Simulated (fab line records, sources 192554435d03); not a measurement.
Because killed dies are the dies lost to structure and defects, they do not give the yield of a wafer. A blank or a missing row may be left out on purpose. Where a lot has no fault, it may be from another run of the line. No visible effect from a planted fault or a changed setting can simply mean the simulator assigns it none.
Which tool was responsible? || flow n5 finfet || Sampling: 24 lots, 72 wafers, 6 of 1938 route steps

WHAT THE GAUGES SHOWED, per wafer
N5_BEOL_M3_OVL_MEAS_12.
{"lot": "L074", "measured": "day 7 02:42", "on": "overlay-02", "M3_OVL (nm)": "-0.4 -0.6 -1.0"}
{"lot": "L075", "measured": "day 7 03:46", "on": "overlay-02", "M3_OVL (nm)": "1.0 -0.3 -0.2"}
{"lot": "L076", "measured": "day 7 17:29", "on": "overlay-01", "M3_OVL (nm)": "0.0 0.1 0.1"}
{"lot": "L077", "measured": "day 7 18:41", "on": "overlay-01", "M3_OVL (nm)": "-0.6 0.3 -0.2"}
{"lot": "L078", "measured": "day 8 08:01", "on": "overlay-02", "M3_OVL (nm)": "1.5 0.2 -0.1"}
{"lot": "L080", "measured": "day 8 12:09", "on": "overlay-02", "M3_OVL (nm)": "-0.4 0.4 -0.4"}
{"lot": "L079", "measured": "day 8 14:19", "on": "overlay-01", "M3_OVL (nm)": "0.6 -0.6 -0.1"}
{"lot": "L081", "measured": "day 8 15:56", "on": "overlay-02", "M3_OVL (nm)": "-0.1 0.6 0.0"}
{"lot": "L082", "measured": "day 9 01:11", "on": "overlay-01", "M3_OVL (nm)": "-0.7 -0.4 -1.0"}
{"lot": "L083", "measured": "day 9 06:02", "on": "overlay-02", "M3_OVL (nm)": "-0.6 -0.3 -0.8"}
{"lot": "L084", "measured": "day 9 11:12", "on": "overlay-01", "M3_OVL (nm)": "-0.5 -0.1 -0.3"}
{"lot": "L086", "measured": "day 10 02:32", "on": "overlay-01", "M3_OVL (nm)": "0.0 0.2 -0.8"}
{"lot": "L085", "measured": "day 10 04:07", "on": "overlay-02", "M3_OVL (nm)": "0.2 0.3 1.3"}
{"lot": "L087", "measured": "day 10 09:05", "on": "overlay-02", "M3_OVL (nm)": "-1.0 -0.1 -0.7"}
{"lot": "L088", "measured": "day 10 09:54", "on": "overlay-01", "M3_OVL (nm)": "1.1 1.6 0.4"}
{"lot": "L089", "measured": "day 10 16:58", "on": "overlay-02", "M3_OVL (nm)": "-0.1 1.0 0.4"}
{"lot": "L090", "measured": "day 10 21:41", "on": "overlay-02", "M3_OVL (nm)": "-0.4 -0.5 -0.7"}
{"lot": "L091", "measured": "day 11 13:34", "on": "overlay-01", "M3_OVL (nm)": "0.2 0.0 -0.1"}
{"lot": "L092", "measured": "day 11 17:05", "on": "overlay-01", "M3_OVL (nm)": "0.7 0.6 -0.4"}
{"lot": "L093", "measured": "day 11 21:37", "on": "overlay-02", "M3_OVL (nm)": "0.0 -0.7 0.1"}
{"lot": "L094", "measured": "day 11 23:46", "on": "overlay-02", "M3_OVL (nm)": "1.4 1.4 1.2"}
{"lot": "L095", "measured": "day 12 00:01", "on": "overlay-02", "M3_OVL (nm)": "0.8 0.6 -0.2"}
{"lot": "L096", "measured": "day 12 14:30", "on": "overlay-01", "M3_OVL (nm)": "0.5 0.7 0.5"}
{"lot": "L097", "measured": "day 12 16:01", "on": "overlay-02", "M3_OVL (nm)": "-0.8 -0.1 -0.3"}

N5_BEOL_M3_INSPECT_59: inspects for defects (darkfield).
{"lot": "L074", "measured": "day 7 09:38", "on": "defect inspect-01", "raw defect count": "63 117 102"}
{"lot": "L075", "measured": "day 7 10:06", "on": "defect inspect-01", "raw defect count": "92 86 94"}
{"lot": "L076", "measured": "day 8 00:20", "on": "defect inspect-02", "raw defect count": "66 66 49"}
{"lot": "L077", "measured": "day 8 01:26", "on": "defect inspect-02", "raw defect count": "65 94 80"}
{"lot": "L078", "measured": "day 8 16:57", "on": "defect inspect-01", "raw defect count": "74 50 64"}
{"lot": "L080", "measured": "day 8 18:22", "on": "defect inspect-02", "raw defect count": "72 126 152"}
{"lot": "L079", "measured": "day 8 21:36", "on": "defect inspect-01", "raw defect count": "70 61 66"}
{"lot": "L081", "measured": "day 9 06:07", "on": "defect inspect-01", "raw defect count": "55 77 65"}
{"lot": "L082", "measured": "day 9 07:17", "on": "defect inspect-02", "raw defect count": "88 110 57"}
{"lot": "L083", "measured": "day 9 18:26", "on": "defect inspect-02", "raw defect count": "86 95 57"}
{"lot": "L084", "measured": "day 9 21:58", "on": "defect inspect-02", "raw defect count": "77 73 88"}
{"lot": "L086", "measured": "day 10 08:28", "on": "defect inspect-02", "raw defect count": "93 75 64"}
{"lot": "L085", "measured": "day 10 13:14", "on": "defect inspect-01", "raw defect count": "73 46 79"}
{"lot": "L087", "measured": "day 10 17:11", "on": "defect inspect-02", "raw defect count": "48 97 56"}
{"lot": "L088", "measured": "day 10 22:47", "on": "defect inspect-02", "raw defect count": "84 49 74"}
{"lot": "L089", "measured": "day 11 00:17", "on": "defect inspect-02", "raw defect count": "45 70 29"}
{"lot": "L090", "measured": "day 11 09:43", "on": "defect inspect-01", "raw defect count": "79 71 84"}
{"lot": "L091", "measured": "day 11 20:44", "on": "defect inspect-01", "raw defect count": "115 63 119"}
{"lot": "L092", "measured": "day 12 00:14", "on": "defect inspect-01", "raw defect count": "100 69 54"}
{"lot": "L093", "measured": "day 12 04:05", "on": "defect inspect-01", "raw defect count": "43 81 37"}
{"lot": "L094", "measured": "day 12 10:20", "on": "defect inspect-01", "raw defect count": "70 191 92"}
{"lot": "L095", "measured": "day 12 14:40", "on": "defect inspect-02", "raw defect count": "49 60 72"}
{"lot": "L096", "measured": "day 12 21:51", "on": "defect inspect-02", "raw defect count": "75 68 65"}
{"lot": "L097", "measured": "day 12 22:23", "on": "defect inspect-01", "raw defect count": "72 88 72"}

WHAT TOOL EACH LOT RAN ON (gives the tool, then ch and the chambers of the sampled wafers, and finally the start)
{"lot": "L074", "N5_BEOL_M3_DESCUM_33": "rie diel-03 ch 0,3, day 7 03:39", "N5_BEOL_M3_ANNEAL_49": "pvd sputter-01, day 7 06:52", "N5_BEOL_M3_SPUTTER_81": "pvd sputter-01, day 7 07:13", "N5_BEOL_M3_SPUTTER_90": "pvd sputter-01, day 7 07:53"}
{"lot": "L075", "N5_BEOL_M3_DESCUM_33": "rie diel-03 ch 0,2,3, day 7 04:44", "N5_BEOL_M3_ANNEAL_49": "pvd sputter-03, day 7 07:19", "N5_BEOL_M3_SPUTTER_81": "pvd sputter-03, day 7 07:41", "N5_BEOL_M3_SPUTTER_90": "pvd sputter-03, day 7 08:20"}
{"lot": "L076", "N5_BEOL_M3_DESCUM_33": "rie diel-04 ch 0,2,3, day 7 18:38", "N5_BEOL_M3_ANNEAL_49": "pvd sputter-02, day 7 21:35", "N5_BEOL_M3_SPUTTER_81": "pvd sputter-02, day 7 21:56", "N5_BEOL_M3_SPUTTER_90": "pvd sputter-02, day 7 22:36"}
{"lot": "L077", "N5_BEOL_M3_DESCUM_33": "rie diel-03 ch 0,3, day 7 19:47", "N5_BEOL_M3_ANNEAL_49": "pvd sputter-01, day 7 22:36", "N5_BEOL_M3_SPUTTER_81": "pvd sputter-01, day 7 22:58", "N5_BEOL_M3_SPUTTER_90": "pvd sputter-01, day 7 23:37"}
{"lot": "L078", "N5_BEOL_M3_DESCUM_33": "rie diel-04 ch 0,3, day 8 09:06", "N5_BEOL_M3_ANNEAL_49": "pvd sputter-01, day 8 13:38", "N5_BEOL_M3_SPUTTER_81": "pvd sputter-01, day 8 13:59", "N5_BEOL_M3_SPUTTER_90": "pvd sputter-01, day 8 14:39"}
{"lot": "L080", "N5_BEOL_M3_DESCUM_33": "rie diel-04 ch 0,2,3, day 8 13:07", "N5_BEOL_M3_ANNEAL_49": "pvd sputter-03, day 8 15:26", "N5_BEOL_M3_SPUTTER_81": "pvd sputter-03, day 8 15:47", "N5_BEOL_M3_SPUTTER_90": "pvd sputter-03, day 8 16:27"}
{"lot": "L079", "N5_BEOL_M3_DESCUM_33": "rie diel-01 ch 1,3, day 8 15:35", "N5_BEOL_M3_ANNEAL_49": "pvd sputter-01, day 8 18:17", "N5_BEOL_M3_SPUTTER_81": "pvd sputter-01, day 8 18:39", "N5_BEOL_M3_SPUTTER_90": "pvd sputter-01, day 8 19:19"}
{"lot": "L081", "N5_BEOL_M3_DESCUM_33": "rie diel-04 ch 1,2, day 8 17:04", "N5_BEOL_M3_ANNEAL_49": "pvd sputter-03, day 9 03:08", "N5_BEOL_M3_SPUTTER_81": "pvd sputter-03, day 9 03:29", "N5_BEOL_M3_SPUTTER_90": "pvd sputter-03, day 9 04:09"}
{"lot": "L082", "N5_BEOL_M3_DESCUM_33": "rie diel-04 ch 0,1,2, day 9 02:10", "N5_BEOL_M3_ANNEAL_49": "pvd sputter-02, day 9 04:31", "N5_BEOL_M3_SPUTTER_81": "pvd sputter-02, day 9 04:52", "N5_BEOL_M3_SPUTTER_90": "pvd sputter-02, day 9 05:32"}
{"lot": "L083", "N5_BEOL_M3_DESCUM_33": "rie diel-04 ch 2,3, day 9 07:23", "N5_BEOL_M3_ANNEAL_49": "pvd sputter-01, day 9 15:39", "N5_BEOL_M3_SPUTTER_81": "pvd sputter-01, day 9 16:01", "N5_BEOL_M3_SPUTTER_90": "pvd sputter-01, day 9 16:40"}
{"lot": "L084", "N5_BEOL_M3_DESCUM_33": "rie diel-03 ch 0,2, day 9 12:30", "N5_BEOL_M3_ANNEAL_49": "pvd sputter-01, day 9 19:03", "N5_BEOL_M3_SPUTTER_81": "pvd sputter-01, day 9 19:25", "N5_BEOL_M3_SPUTTER_90": "pvd sputter-01, day 9 20:04"}
{"lot": "L086", "N5_BEOL_M3_DESCUM_33": "rie diel-01 ch 0,3, day 10 03:32", "N5_BEOL_M3_ANNEAL_49": "pvd sputter-01, day 10 05:43", "N5_BEOL_M3_SPUTTER_81": "pvd sputter-01, day 10 06:04", "N5_BEOL_M3_SPUTTER_90": "pvd sputter-01, day 10 06:44"}
{"lot": "L085", "N5_BEOL_M3_DESCUM_33": "rie diel-01 ch 0,3, day 10 05:11", "N5_BEOL_M3_ANNEAL_49": "pvd sputter-02, day 10 09:04", "N5_BEOL_M3_SPUTTER_81": "pvd sputter-02, day 10 09:26", "N5_BEOL_M3_SPUTTER_90": "pvd sputter-02, day 10 10:05"}
{"lot": "L087", "N5_BEOL_M3_DESCUM_33": "rie diel-03 ch 0,2,3, day 10 10:19", "N5_BEOL_M3_ANNEAL_49": "pvd sputter-01, day 10 14:25", "N5_BEOL_M3_SPUTTER_81": "pvd sputter-01, day 10 14:47", "N5_BEOL_M3_SPUTTER_90": "pvd sputter-01, day 10 15:26"}
{"lot": "L088", "N5_BEOL_M3_DESCUM_33": "rie diel-04 ch 0,3, day 10 11:11", "N5_BEOL_M3_ANNEAL_49": "pvd sputter-01, day 10 19:29", "N5_BEOL_M3_SPUTTER_81": "pvd sputter-01, day 10 19:50", "N5_BEOL_M3_SPUTTER_90": "pvd sputter-01, day 10 20:30"}
{"lot": "L089", "N5_BEOL_M3_DESCUM_33": "rie diel-01 ch 1,2,3, day 10 18:02", "N5_BEOL_M3_ANNEAL_49": "pvd sputter-03, day 10 21:31", "N5_BEOL_M3_SPUTTER_81": "pvd sputter-03, day 10 21:52", "N5_BEOL_M3_SPUTTER_90": "pvd sputter-03, day 10 22:32"}
{"lot": "L090", "N5_BEOL_M3_DESCUM_33": "rie diel-04 ch 0,1,2, day 10 22:47", "N5_BEOL_M3_ANNEAL_49": "pvd sputter-01, day 11 06:58", "N5_BEOL_M3_SPUTTER_81": "pvd sputter-01, day 11 07:19", "N5_BEOL_M3_SPUTTER_90": "pvd sputter-01, day 11 07:59"}
{"lot": "L091", "N5_BEOL_M3_DESCUM_33": "rie diel-03 ch 0,3, day 11 14:32", "N5_BEOL_M3_ANNEAL_49": "pvd sputter-03, day 11 17:58", "N5_BEOL_M3_SPUTTER_81": "pvd sputter-03, day 11 18:19", "N5_BEOL_M3_SPUTTER_90": "pvd sputter-03, day 11 18:59"}
{"lot": "L092", "N5_BEOL_M3_DESCUM_33": "rie diel-03 ch 1,2,3, day 11 18:23", "N5_BEOL_M3_ANNEAL_49": "pvd sputter-01, day 11 21:29", "N5_BEOL_M3_SPUTTER_81": "pvd sputter-01, day 11 21:51", "N5_BEOL_M3_SPUTTER_90": "pvd sputter-01, day 11 22:31"}
{"lot": "L093", "N5_BEOL_M3_DESCUM_33": "rie diel-04 ch 0,2,3, day 11 22:37", "N5_BEOL_M3_ANNEAL_49": "pvd sputter-03, day 12 01:19", "N5_BEOL_M3_SPUTTER_81": "pvd sputter-03, day 12 01:41", "N5_BEOL_M3_SPUTTER_90": "pvd sputter-03, day 12 02:20"}
{"lot": "L094", "N5_BEOL_M3_DESCUM_33": "rie diel-03 ch 1,2,3, day 12 01:05", "N5_BEOL_M3_ANNEAL_49": "pvd sputter-01, day 12 07:24", "N5_BEOL_M3_SPUTTER_81": "pvd sputter-01, day 12 07:46", "N5_BEOL_M3_SPUTTER_90": "pvd sputter-01, day 12 08:25"}
{"lot": "L095", "N5_BEOL_M3_DESCUM_33": "rie diel-03 ch 0,2,3, day 12 01:17", "N5_BEOL_M3_ANNEAL_49": "pvd sputter-02, day 12 11:52", "N5_BEOL_M3_SPUTTER_81": "pvd sputter-02, day 12 12:14", "N5_BEOL_M3_SPUTTER_90": "pvd sputter-02, day 12 12:53"}
{"lot": "L096", "N5_BEOL_M3_DESCUM_33": "rie diel-03 ch 1,2, day 12 15:28", "N5_BEOL_M3_ANNEAL_49": "pvd sputter-01, day 12 19:05", "N5_BEOL_M3_SPUTTER_81": "pvd sputter-01, day 12 19:27", "N5_BEOL_M3_SPUTTER_90": "pvd sputter-01, day 12 20:07"}
{"lot": "L097", "N5_BEOL_M3_DESCUM_33": "rie diel-01 ch 1,3, day 12 17:05", "N5_BEOL_M3_ANNEAL_49": "pvd sputter-03, day 12 19:38", "N5_BEOL_M3_SPUTTER_81": "pvd sputter-03, day 12 19:59", "N5_BEOL_M3_SPUTTER_90": "pvd sputter-03, day 12 20:39"}
- N5_BEOL_M3_DESCUM_33: chemistry O2, time 7 s.
- N5_BEOL_M3_ANNEAL_49: time 240 s.
- N5_BEOL_M3_SPUTTER_81: material Cu, target thk 4.5 nm, time 8.29 s.
- N5_BEOL_M3_SPUTTER_90: material Cu, target thk 4.5 nm, time 8.29 s.

WHAT THE TOOLS THEMSELVES READ (means of the sampled wafers that have a number; where no wafer has one, the mark that the record gives instead)
N5_BEOL_M3_DESCUM_33.
{"lot": "L074", "tool": "rie diel-03", "drypump motor current A (A)": 5.5, "oes product au (a.u.)": 0.75, "rf vpp V (V)": 244.4, "showerhead plenum p Torr (Torr)": 2.19, "throttle valve pct (%)": 20.70}
{"lot": "L075", "tool": "rie diel-03", "drypump motor current A (A)": 5.5, "oes product au (a.u.)": 0.75, "rf vpp V (V)": 243.7, "showerhead plenum p Torr (Torr)": 2.13, "throttle valve pct (%)": 20.69}
{"lot": "L076", "tool": "rie diel-04", "drypump motor current A (A)": 5.4, "oes product au (a.u.)": 0.71, "rf vpp V (V)": 242.3, "showerhead plenum p Torr (Torr)": 2.09, "throttle valve pct (%)": 20.61}
{"lot": "L077", "tool": "rie diel-03", "drypump motor current A (A)": 5.5, "oes product au (a.u.)": 0.74, "rf vpp V (V)": 244.5, "showerhead plenum p Torr (Torr)": 2.19, "throttle valve pct (%)": 20.69}
{"lot": "L078", "tool": "rie diel-04", "drypump motor current A (A)": 5.1, "oes product au (a.u.)": 0.70, "rf vpp V (V)": 242.5, "showerhead plenum p Torr (Torr)": 2.03, "throttle valve pct (%)": 20.79}
{"lot": "L080", "tool": "rie diel-04", "drypump motor current A (A)": 5.5, "oes product au (a.u.)": 0.70, "rf vpp V (V)": 241.6, "showerhead plenum p Torr (Torr)": 2.09, "throttle valve pct (%)": 20.63}
{"lot": "L079", "tool": "rie diel-01", "drypump motor current A (A)": 5.9, "oes product au (a.u.)": 0.83, "rf vpp V (V)": 243.0, "showerhead plenum p Torr (Torr)": 2.08, "throttle valve pct (%)": 20.12}
{"lot": "L081", "tool": "rie diel-04", "drypump motor current A (A)": 5.8, "oes product au (a.u.)": 0.82, "rf vpp V (V)": 244.7, "showerhead plenum p Torr (Torr)": 2.13, "throttle valve pct (%)": 20.18}
{"lot": "L082", "tool": "rie diel-04", "drypump motor current A (A)": 5.5, "oes product au (a.u.)": 0.79, "rf vpp V (V)": 243.2, "showerhead plenum p Torr (Torr)": 2.07, "throttle valve pct (%)": 20.36}
{"lot": "L083", "tool": "rie diel-04", "drypump motor current A (A)": 5.8, "oes product au (a.u.)": 0.71, "rf vpp V (V)": 243.1, "showerhead plenum p Torr (Torr)": 2.11, "throttle valve pct (%)": 20.72}
{"lot": "L084", "tool": "rie diel-03", "drypump motor current A (A)": 5.6, "oes product au (a.u.)": 0.73, "rf vpp V (V)": 242.1, "showerhead plenum p Torr (Torr)": 2.06, "throttle valve pct (%)": 20.72}
{"lot": "L086", "tool": "rie diel-01", "drypump motor current A (A)": 5.5, "oes product au (a.u.)": 0.89, "rf vpp V (V)": 242.6, "showerhead plenum p Torr (Torr)": 2.10, "throttle valve pct (%)": 20.54}
{"lot": "L085", "tool": "rie diel-01", "drypump motor current A (A)": 5.5, "oes product au (a.u.)": 0.90, "rf vpp V (V)": 242.7, "showerhead plenum p Torr (Torr)": 2.10, "throttle valve pct (%)": 20.54}
{"lot": "L087", "tool": "rie diel-03", "drypump motor current A (A)": 5.5, "oes product au (a.u.)": 0.73, "rf vpp V (V)": 243.9, "showerhead plenum p Torr (Torr)": 2.12, "throttle valve pct (%)": 20.72}
{"lot": "L088", "tool": "rie diel-04", "drypump motor current A (A)": 5.5, "oes product au (a.u.)": 0.69, "rf vpp V (V)": 242.4, "showerhead plenum p Torr (Torr)": 2.05, "throttle valve pct (%)": 20.91}
{"lot": "L089", "tool": "rie diel-01", "drypump motor current A (A)": 6.0, "oes product au (a.u.)": 0.76, "rf vpp V (V)": 242.5, "showerhead plenum p Torr (Torr)": 2.07, "throttle valve pct (%)": 20.39}
{"lot": "L090", "tool": "rie diel-04", "drypump motor current A (A)": 5.5, "oes product au (a.u.)": 0.77, "rf vpp V (V)": 241.8, "showerhead plenum p Torr (Torr)": 2.07, "throttle valve pct (%)": 20.38}
{"lot": "L091", "tool": "rie diel-03", "drypump motor current A (A)": 5.5, "oes product au (a.u.)": 0.72, "rf vpp V (V)": 244.4, "showerhead plenum p Torr (Torr)": 2.18, "throttle valve pct (%)": 20.74}
{"lot": "L092", "tool": "rie diel-03", "drypump motor current A (A)": 5.5, "oes product au (a.u.)": 0.72, "rf vpp V (V)": 242.4, "showerhead plenum p Torr (Torr)": 2.09, "throttle valve pct (%)": 20.75}
{"lot": "L093", "tool": "rie diel-04", "drypump motor current A (A)": 5.5, "oes product au (a.u.)": 0.69, "rf vpp V (V)": 242.3, "showerhead plenum p Torr (Torr)": 2.08, "throttle valve pct (%)": 20.66}
{"lot": "L094", "tool": "rie diel-03", "drypump motor current A (A)": 5.5, "oes product au (a.u.)": 0.73, "rf vpp V (V)": 243.5, "showerhead plenum p Torr (Torr)": 2.09, "throttle valve pct (%)": 20.75}
{"lot": "L095", "tool": "rie diel-03", "drypump motor current A (A)": 5.5, "oes product au (a.u.)": 0.71, "rf vpp V (V)": 243.0, "showerhead plenum p Torr (Torr)": 2.12, "throttle valve pct (%)": 20.74}
{"lot": "L096", "tool": "rie diel-03", "drypump motor current A (A)": 5.7, "oes product au (a.u.)": 0.72, "rf vpp V (V)": 242.8, "showerhead plenum p Torr (Torr)": 2.06, "throttle valve pct (%)": 20.77}
{"lot": "L097", "tool": "rie diel-01", "drypump motor current A (A)": 5.9, "oes product au (a.u.)": 0.80, "rf vpp V (V)": 242.8, "showerhead plenum p Torr (Torr)": 2.07, "throttle valve pct (%)": 20.18}

N5_BEOL_M3_ANNEAL_49.
{"lot": "L074", "tool": "pvd sputter-01", "heater power w (W)": 804}
{"lot": "L075", "tool": "pvd sputter-03", "heater power w (W)": 747}
{"lot": "L076", "tool": "pvd sputter-02", "heater power w (W)": 773}
{"lot": "L077", "tool": "pvd sputter-01", "heater power w (W)": 808}
{"lot": "L078", "tool": "pvd sputter-01", "heater power w (W)": 799}
{"lot": "L080", "tool": "pvd sputter-03", "heater power w (W)": 821}
{"lot": "L079", "tool": "pvd sputter-01", "heater power w (W)": 794}
{"lot": "L081", "tool": "pvd sputter-03", "heater power w (W)": 748}
{"lot": "L082", "tool": "pvd sputter-02", "heater power w (W)": 746}
{"lot": "L083", "tool": "pvd sputter-01", "heater power w (W)": 799}
{"lot": "L084", "tool": "pvd sputter-01", "heater power w (W)": 787}
{"lot": "L086", "tool": "pvd sputter-01", "heater power w (W)": 807}
{"lot": "L085", "tool": "pvd sputter-02", "heater power w (W)": 748}
{"lot": "L087", "tool": "pvd sputter-01", "heater power w (W)": 765}
{"lot": "L088", "tool": "pvd sputter-01", "heater power w (W)": 786}
{"lot": "L089", "tool": "pvd sputter-03", "heater power w (W)": 798}
{"lot": "L090", "tool": "pvd sputter-01", "heater power w (W)": 793}
{"lot": "L091", "tool": "pvd sputter-03", "heater power w (W)": 828}
{"lot": "L092", "tool": "pvd sputter-01", "heater power w (W)": 823}
{"lot": "L093", "tool": "pvd sputter-03", "heater power w (W)": 815}
{"lot": "L094", "tool": "pvd sputter-01", "heater power w (W)": 810}
{"lot": "L095", "tool": "pvd sputter-02", "heater power w (W)": 771}
{"lot": "L096", "tool": "pvd sputter-01", "heater power w (W)": 773}
{"lot": "L097", "tool": "pvd sputter-03", "heater power w (W)": 826}

N5_BEOL_M3_SPUTTER_81.
{"lot": "L074", "tool": "pvd sputter-01", "chuck sensor temp C (C)": -15.8, "throttle valve pct (%)": 29.2}
{"lot": "L075", "tool": "pvd sputter-03", "chuck sensor temp C (C)": -15.8, "throttle valve pct (%)": 30.0}
{"lot": "L076", "tool": "pvd sputter-02", "chuck sensor temp C (C)": -16.0, "throttle valve pct (%)": 29.3}
{"lot": "L077", "tool": "pvd sputter-01", "chuck sensor temp C (C)": -15.6, "throttle valve pct (%)": 30.6}
{"lot": "L078", "tool": "pvd sputter-01", "chuck sensor temp C (C)": -16.0, "throttle valve pct (%)": 30.9}
{"lot": "L080", "tool": "pvd sputter-03", "chuck sensor temp C (C)": -16.0, "throttle valve pct (%)": 30.1}
{"lot": "L079", "tool": "pvd sputter-01", "chuck sensor temp C (C)": -16.0, "throttle valve pct (%)": 30.5}
{"lot": "L081", "tool": "pvd sputter-03", "chuck sensor temp C (C)": -15.9, "throttle valve pct (%)": 30.2}
{"lot": "L082", "tool": "pvd sputter-02", "chuck sensor temp C (C)": -15.9, "throttle valve pct (%)": 28.6}
{"lot": "L083", "tool": "pvd sputter-01", "chuck sensor temp C (C)": -15.9, "throttle valve pct (%)": 30.0}
{"lot": "L084", "tool": "pvd sputter-01", "chuck sensor temp C (C)": -16.4, "throttle valve pct (%)": 30.2}
{"lot": "L086", "tool": "pvd sputter-01", "chuck sensor temp C (C)": -15.7, "throttle valve pct (%)": 30.5}
{"lot": "L085", "tool": "pvd sputter-02", "chuck sensor temp C (C)": -15.6, "throttle valve pct (%)": 28.9}
{"lot": "L087", "tool": "pvd sputter-01", "chuck sensor temp C (C)": -16.2, "throttle valve pct (%)": 29.8}
{"lot": "L088", "tool": "pvd sputter-01", "chuck sensor temp C (C)": -16.2, "throttle valve pct (%)": 30.4}
{"lot": "L089", "tool": "pvd sputter-03", "chuck sensor temp C (C)": -16.0, "throttle valve pct (%)": 30.6}
{"lot": "L090", "tool": "pvd sputter-01", "chuck sensor temp C (C)": -15.8, "throttle valve pct (%)": 29.9}
{"lot": "L091", "tool": "pvd sputter-03", "chuck sensor temp C (C)": -16.2, "throttle valve pct (%)": 30.7}
{"lot": "L092", "tool": "pvd sputter-01", "chuck sensor temp C (C)": -15.7, "throttle valve pct (%)": 30.3}
{"lot": "L093", "tool": "pvd sputter-03", "chuck sensor temp C (C)": -16.0, "throttle valve pct (%)": 30.3}
{"lot": "L094", "tool": "pvd sputter-01", "chuck sensor temp C (C)": -16.1, "throttle valve pct (%)": 29.7}
{"lot": "L095", "tool": "pvd sputter-02", "chuck sensor temp C (C)": -15.8, "throttle valve pct (%)": 29.5}
{"lot": "L096", "tool": "pvd sputter-01", "chuck sensor temp C (C)": -16.4, "throttle valve pct (%)": 29.5}
{"lot": "L097", "tool": "pvd sputter-03", "chuck sensor temp C (C)": -16.1, "throttle valve pct (%)": 30.8}

N5_BEOL_M3_SPUTTER_90.
{"lot": "L074", "tool": "pvd sputter-01", "chuck sensor temp C (C)": -15.8, "throttle valve pct (%)": 29.2}
{"lot": "L075", "tool": "pvd sputter-03", "chuck sensor temp C (C)": -15.8, "throttle valve pct (%)": 30.0}
{"lot": "L076", "tool": "pvd sputter-02", "chuck sensor temp C (C)": -16.0, "throttle valve pct (%)": 29.4}
{"lot": "L077", "tool": "pvd sputter-01", "chuck sensor temp C (C)": -15.6, "throttle valve pct (%)": 30.7}
{"lot": "L078", "tool": "pvd sputter-01", "chuck sensor temp C (C)": -16.0, "throttle valve pct (%)": 30.8}
{"lot": "L080", "tool": "pvd sputter-03", "chuck sensor temp C (C)": -16.0, "throttle valve pct (%)": 30.2}
{"lot": "L079", "tool": "pvd sputter-01", "chuck sensor temp C (C)": -16.1, "throttle valve pct (%)": 30.3}
{"lot": "L081", "tool": "pvd sputter-03", "chuck sensor temp C (C)": -15.8, "throttle valve pct (%)": 29.8}
{"lot": "L082", "tool": "pvd sputter-02", "chuck sensor temp C (C)": -16.0, "throttle valve pct (%)": 28.3}
{"lot": "L083", "tool": "pvd sputter-01", "chuck sensor temp C (C)": -16.0, "throttle valve pct (%)": 29.7}
{"lot": "L084", "tool": "pvd sputter-01", "chuck sensor temp C (C)": -16.3, "throttle valve pct (%)": 30.2}
{"lot": "L086", "tool": "pvd sputter-01", "chuck sensor temp C (C)": -15.7, "throttle valve pct (%)": 30.4}
{"lot": "L085", "tool": "pvd sputter-02", "chuck sensor temp C (C)": -15.7, "throttle valve pct (%)": 28.9}
{"lot": "L087", "tool": "pvd sputter-01", "chuck sensor temp C (C)": -16.3, "throttle valve pct (%)": 29.6}
{"lot": "L088", "tool": "pvd sputter-01", "chuck sensor temp C (C)": -16.1, "throttle valve pct (%)": 30.2}
{"lot": "L089", "tool": "pvd sputter-03", "chuck sensor temp C (C)": -16.0, "throttle valve pct (%)": 30.7}
{"lot": "L090", "tool": "pvd sputter-01", "chuck sensor temp C (C)": -16.0, "throttle valve pct (%)": 30.0}
{"lot": "L091", "tool": "pvd sputter-03", "chuck sensor temp C (C)": -16.1, "throttle valve pct (%)": 30.8}
{"lot": "L092", "tool": "pvd sputter-01", "chuck sensor temp C (C)": -15.7, "throttle valve pct (%)": 30.5}
{"lot": "L093", "tool": "pvd sputter-03", "chuck sensor temp C (C)": -16.1, "throttle valve pct (%)": 30.2}
{"lot": "L094", "tool": "pvd sputter-01", "chuck sensor temp C (C)": -15.9, "throttle valve pct (%)": 29.7}
{"lot": "L095", "tool": "pvd sputter-02", "chuck sensor temp C (C)": -15.7, "throttle valve pct (%)": 29.6}
{"lot": "L096", "tool": "pvd sputter-01", "chuck sensor temp C (C)": -16.5, "throttle valve pct (%)": 29.6}
{"lot": "L097", "tool": "pvd sputter-03", "chuck sensor temp C (C)": -16.2, "throttle valve pct (%)": 30.7}

THE ANSWER, worked out from the rows above alone
Rule: the lots themselves supply what counts as usual. The widest of any qualifying gaps counts: lots, ordered by their means at a reading, are off when they make up no more than a third of the lots, leave a main group of 4 or more, and stand apart from it by 3 or more times the standard deviation of that group's means. If all means in a main group match to the digits the tables above print for the reading, that group is not used. A lot without any number at a reading at which 4 lots or more have one is off too. The other lots that the step has rows for count as sound. The gauges are gone through in route order, then the tools' own readings, and for those a lot's mean is taken as printed above. At the first step where some lot is off, the reading lying furthest off is the one used; lots without a number count as furthest.
No lot is off at any reading shown: from this, nothing can be told.

WHAT HAD BEEN PUT IN BY THE SIMULATOR
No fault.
